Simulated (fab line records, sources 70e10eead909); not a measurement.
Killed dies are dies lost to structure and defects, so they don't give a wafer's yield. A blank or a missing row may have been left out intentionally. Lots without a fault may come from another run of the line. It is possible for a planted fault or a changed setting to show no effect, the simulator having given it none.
Code-filled problem report in 8D (eight disciplines) form :: flow nandHarc :: the parts of the form that need people (team, actions taken, sign-off) are left out

## 1. PROBLEM STATEMENT
NHARC_END_SORT_01, killedAtArray: mean 671 on 3 wafers (1 lot); fault-free wafers 49, standard deviation 19. Relative to the usual mean, that is a shift of +33 standard deviations.
First seen on wafer L313.1, day 28 22:21, on prober-02. The record holds 3 wafers of 1 lot with a number at this step. By rule, "out" or "out of limits" means more than 4 standard deviations away from the usual mean. Any other wafer with a number is counted as sound.

## 2. WHAT THIS IS AND IS NOT
question: which readings at this step
is: killedAtArray, killedDies
is not: killedAtOther, killedAtPeriphery, killedOpen, killedShort

question: which lots
is: L313
is not: -

question: which wafers of those lots
is: all that have a number
is not: -

question: read on which gauges
is: prober-02
is not: -

question: when
is: from day 28 22:21
is not: up to then (0 sound wafers)

## 3. THE SUSPECTS, EACH WITH WHAT RULES IT OUT
Counting: a tool at any process step up to the reading remains a suspect when it ran all the lots that are out and ran no sound lot after the first of those.
- the gauge at NHARC_END_SORT_01: kept. All the wafers that are out were read on prober-02, and no step on other tools shows them out.
- lpcvd-01 at NHARC_A_STAIRCASE_CVD_552 (deposits SiNx, target thk 40 nm): kept. It ran the lot that is out, L313 (day 22 02:52), and no sound lot after that.
The count leaves prober-02 at NHARC_END_SORT_01 and lpcvd-01 at NHARC_A_STAIRCASE_CVD_552.

## 4. THE CAUSE (what the simulator had put in)
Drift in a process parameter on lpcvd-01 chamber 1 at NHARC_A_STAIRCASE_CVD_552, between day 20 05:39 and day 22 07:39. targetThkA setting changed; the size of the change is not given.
Counting left 2 suspects, and this tool is among them.

## 5. THE EFFECT CHAIN, in route order
One row per reading whose mean, taken over the struck wafers that have a number, lies over 3 standard deviations from the usual. Only readings whose record carries a usual standard deviation are examined. hours: median over the lots of the time between each lot's start at the first step of this table that gives one and its start at this step. sigmas: the change, counted in usual standard deviations.
hours: 0
step: NHARC_END_SORT_01
reading: killedAtArray
usual: 49
on struck wafers: 671
change: +622
sigmas: +33

hours: 0
step: NHARC_END_SORT_01
reading: killedDies
usual: 54
on struck wafers: 677
change: +623
sigmas: +33

## 6. WHAT WOULD HAVE CAUGHT IT SOONER
The first out-of-limits reading at a measuring or inspecting step in this record came at day 28 22:21, 209 hours after the fault's start at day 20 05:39.
No tool reading at NHARC_A_STAIRCASE_CVD_552 that has a usual standard deviation in the record was out on any struck wafer, so an alarm limit of 4 standard deviations on those readings would not have fired.
By day 28 22:21, every lot that is out (1) had started NHARC_A_STAIRCASE_CVD_552 on lpcvd-01. Had the tool been put on hold then, not one of them would have been saved.
